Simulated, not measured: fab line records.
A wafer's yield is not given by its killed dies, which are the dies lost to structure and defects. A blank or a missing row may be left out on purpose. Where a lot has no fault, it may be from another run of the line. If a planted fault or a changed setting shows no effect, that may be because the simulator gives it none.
Chamber matching || flow n5 finfet || N5_BEOL_M7_DESCUM_33 on rie diel-05 has 4 sister chambers
The step chemistry O2, time 7 s. 14 wafers are shown with their chamber, then 7 later ones without.

## WAFERS PAIRED WITH THEIR CHAMBERS
{"wafer": "L083.1", "chamber": 1, "showerhead plenum p Torr (Torr)": 2.14, "drypump motor current A (A)": 5.9, "throttle valve pct (%)": 20.59}
{"wafer": "L083.2", "chamber": 3, "showerhead plenum p Torr (Torr)": 2.13, "drypump motor current A (A)": 5.2, "throttle valve pct (%)": 20.42}
{"wafer": "L083.5", "chamber": 0, "showerhead plenum p Torr (Torr)": 2.11, "drypump motor current A (A)": 6.0, "throttle valve pct (%)": 20.30}
{"wafer": "L085.1", "chamber": 3, "showerhead plenum p Torr (Torr)": 2.13, "drypump motor current A (A)": 5.2, "throttle valve pct (%)": 20.43}
{"wafer": "L085.3", "chamber": 0, "showerhead plenum p Torr (Torr)": 2.11, "drypump motor current A (A)": 6.1, "throttle valve pct (%)": 20.31}
{"wafer": "L085.5", "chamber": 3, "showerhead plenum p Torr (Torr)": 2.13, "drypump motor current A (A)": 5.2, "throttle valve pct (%)": 20.41}
{"wafer": "L086.1", "chamber": 1, "showerhead plenum p Torr (Torr)": 2.14, "drypump motor current A (A)": 5.8, "throttle valve pct (%)": 20.60}
{"wafer": "L086.4", "chamber": 3, "showerhead plenum p Torr (Torr)": 2.13, "drypump motor current A (A)": 5.2, "throttle valve pct (%)": 20.44}
{"wafer": "L086.5", "chamber": 2, "showerhead plenum p Torr (Torr)": 2.21, "drypump motor current A (A)": 5.1, "throttle valve pct (%)": 20.37}
{"wafer": "L087.1", "chamber": 1, "showerhead plenum p Torr (Torr)": 2.14, "drypump motor current A (A)": 5.8, "throttle valve pct (%)": 20.60}
{"wafer": "L087.4", "chamber": 3, "showerhead plenum p Torr (Torr)": 2.13, "drypump motor current A (A)": 5.2, "throttle valve pct (%)": 20.43}
{"wafer": "L087.5", "chamber": 0, "showerhead plenum p Torr (Torr)": 2.10, "drypump motor current A (A)": 6.0, "throttle valve pct (%)": 20.31}
{"wafer": "L092.2", "chamber": 3, "showerhead plenum p Torr (Torr)": 2.13, "drypump motor current A (A)": 5.2, "throttle valve pct (%)": 20.43}
{"wafer": "L092.4", "chamber": 0, "showerhead plenum p Torr (Torr)": 2.10, "drypump motor current A (A)": 6.0, "throttle valve pct (%)": 20.33}

SIGNATURES (averages over the wafers above)
{"reading": "showerhead plenum p Torr", "chamber 0": 2.1050, "chamber 1": 2.1400, "chamber 2": 2.2100, "chamber 3": 2.1300, "scatter within a chamber": 0.00316}
{"reading": "drypump motor current A", "chamber 0": 6.025, "chamber 1": 5.833, "chamber 2": 5.100, "chamber 3": 5.200, "scatter within a chamber": 0.0376}
{"reading": "throttle valve pct", "chamber 0": 20.3125, "chamber 1": 20.5967, "chamber 2": 20.3700, "chamber 3": 20.4267, "scatter within a chamber": 0.0104}
Rule: a wafer lies at a distance from a chamber equal to the root of the sum of squares, over the readings, of (its reading less the chamber's mean, divided by the reading's scatter). If the next closest chamber is less than 2 further off than the closest, the wafer can't be placed; otherwise it belongs to the closest. How the scatter is found: for the shown wafers, subtract from each reading the mean of its chamber, square and add these, divide the total by (wafers less chambers), then take the root.

## WAFERS WITH NO CHAMBER GIVEN
{"wafer": "L092.5", "showerhead plenum p Torr (Torr)": 2.13, "drypump motor current A (A)": 5.2, "throttle valve pct (%)": 20.45}
{"wafer": "L093.1", "showerhead plenum p Torr (Torr)": 2.10, "drypump motor current A (A)": 6.0, "throttle valve pct (%)": 20.34}
{"wafer": "L093.5", "showerhead plenum p Torr (Torr)": 2.13, "drypump motor current A (A)": 5.9, "throttle valve pct (%)": 20.63}
{"wafer": "L093.6", "showerhead plenum p Torr (Torr)": 2.10, "drypump motor current A (A)": 6.1, "throttle valve pct (%)": 20.34}
{"wafer": "L097.2", "showerhead plenum p Torr (Torr)": 2.12, "drypump motor current A (A)": 5.2, "throttle valve pct (%)": 20.46}
{"wafer": "L097.3", "showerhead plenum p Torr (Torr)": 2.13, "drypump motor current A (A)": 5.8, "throttle valve pct (%)": 20.62}
{"wafer": "L097.4", "showerhead plenum p Torr (Torr)": 2.10, "drypump motor current A (A)": 6.1, "throttle valve pct (%)": 20.36}

## EACH ONE'S CHAMBER
{"wafer": "L092.5", "from the rows above": 3, "in truth": 3}
{"wafer": "L093.1", "from the rows above": 0, "in truth": 0}
{"wafer": "L093.5", "from the rows above": 1, "in truth": 1}
{"wafer": "L093.6", "from the rows above": 0, "in truth": 0}
{"wafer": "L097.2", "from the rows above": 3, "in truth": 3}
{"wafer": "L097.3", "from the rows above": 1, "in truth": 1}
{"wafer": "L097.4", "from the rows above": 0, "in truth": 0}
Placed correctly: 7 of 7. Left unplaced by these rows: 0. Placed wrongly: 0.
